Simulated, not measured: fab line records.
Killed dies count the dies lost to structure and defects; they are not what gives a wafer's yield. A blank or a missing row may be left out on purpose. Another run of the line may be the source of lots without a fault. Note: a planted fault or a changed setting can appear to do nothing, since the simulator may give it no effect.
Chamber matching | flow n5 finfet | N5_MOL_CONTACT_COAG_ETCH_15 on rie diel-06 has 4 sister chambers
The step etches SiNx in CH3F/O2, stops on Si:P, target depth 7 nm. 18 wafers are shown with their chamber, then 9 later ones without.

EACH WAFER AND ITS CHAMBER
wafer  | chamber | showerhead plenum p Torr (Torr) | throttle valve pct (%) | oes_ar_750_au (a.u.)
L077.2 | 2       | 2.02                            | 16.21                  | 0.81
L077.5 | 1       | 2.06                            | 16.38                  | 0.72
L077.6 | 0       | 1.99                            | 16.64                  | 0.73
L082.1 | 1       | 2.06                            | 16.41                  | 0.71
L082.2 | 2       | 2.02                            | 16.23                  | 0.80
L082.3 | 0       | 1.99                            | 16.64                  | 0.72
L083.3 | 2       | 2.02                            | 16.22                  | 0.80
L083.4 | 1       | 2.06                            | 16.39                  | 0.71
L083.5 | 3       | 2.04                            | 16.47                  | 0.84
L084.3 | 3       | 2.04                            | 16.49                  | 0.84
L084.4 | 2       | 2.02                            | 16.25                  | 0.79
L084.6 | 2       | 2.02                            | 16.24                  | 0.80
L085.2 | 3       | 2.04                            | 16.50                  | 0.84
L085.4 | 0       | 1.98                            | 16.66                  | 0.72
L085.5 | 2       | 2.02                            | 16.24                  | 0.79
L086.2 | 3       | 2.04                            | 16.52                  | 0.83
L086.3 | 0       | 1.98                            | 16.67                  | 0.72
L086.5 | 3       | 2.04                            | 16.51                  | 0.83

SIGNATURES, as means of the wafers listed above
reading                  | chamber 0 | chamber 1 | chamber 2 | chamber 3 | scatter within a chamber
showerhead plenum p Torr | 1.9850    | 2.0600    | 2.0200    | 2.0400    | 0.00267
throttle valve pct       | 16.6525   | 16.3933   | 16.2317   | 16.4980   | 0.0163
oes_ar_750_au            | 0.7225    | 0.7133    | 0.7983    | 0.8360    | 0.00624
Rule: distance of a wafer from a chamber = root of the sum over the readings of ((wafer's reading minus chamber's mean) / reading's scatter) squared. The wafer belongs to the nearest chamber; if the next one is less than 2 further off, it can't be placed. The scatter: the root of (the sum of the squares of (reading less its chamber's mean) over the shown wafers, divided by (wafers less chambers)).

WAFERS WHOSE CHAMBER IS MISSING
wafer  | showerhead plenum p Torr (Torr) | throttle valve pct (%) | oes_ar_750_au (a.u.)
L089.1 | 2.01                            | 16.25                  | 0.79
L089.5 | 1.98                            | 16.69                  | 0.71
L089.6 | 2.04                            | 16.51                  | 0.82
L093.2 | 1.98                            | 16.69                  | 0.70
L093.4 | 2.01                            | 16.28                  | 0.78
L093.5 | 2.03                            | 16.52                  | 0.82
L096.2 | 1.98                            | 16.71                  | 0.70
L096.4 | 1.98                            | 16.70                  | 0.69
L096.5 | 2.01                            | 16.31                  | 0.77

WHICH CHAMBER EACH WENT THROUGH
wafer  | from the rows above | in truth
L089.1 | 2                   | 2
L089.5 | 0                   | 0
L089.6 | 3                   | 3
L093.2 | 0                   | 0
L093.4 | 2                   | 2
L093.5 | 3                   | 3
L096.2 | 0                   | 0
L096.4 | 0                   | 0
L096.5 | 2                   | 2
9 of 9 placed correctly. Number that these rows cannot place: 0. Wrongly placed: 0.
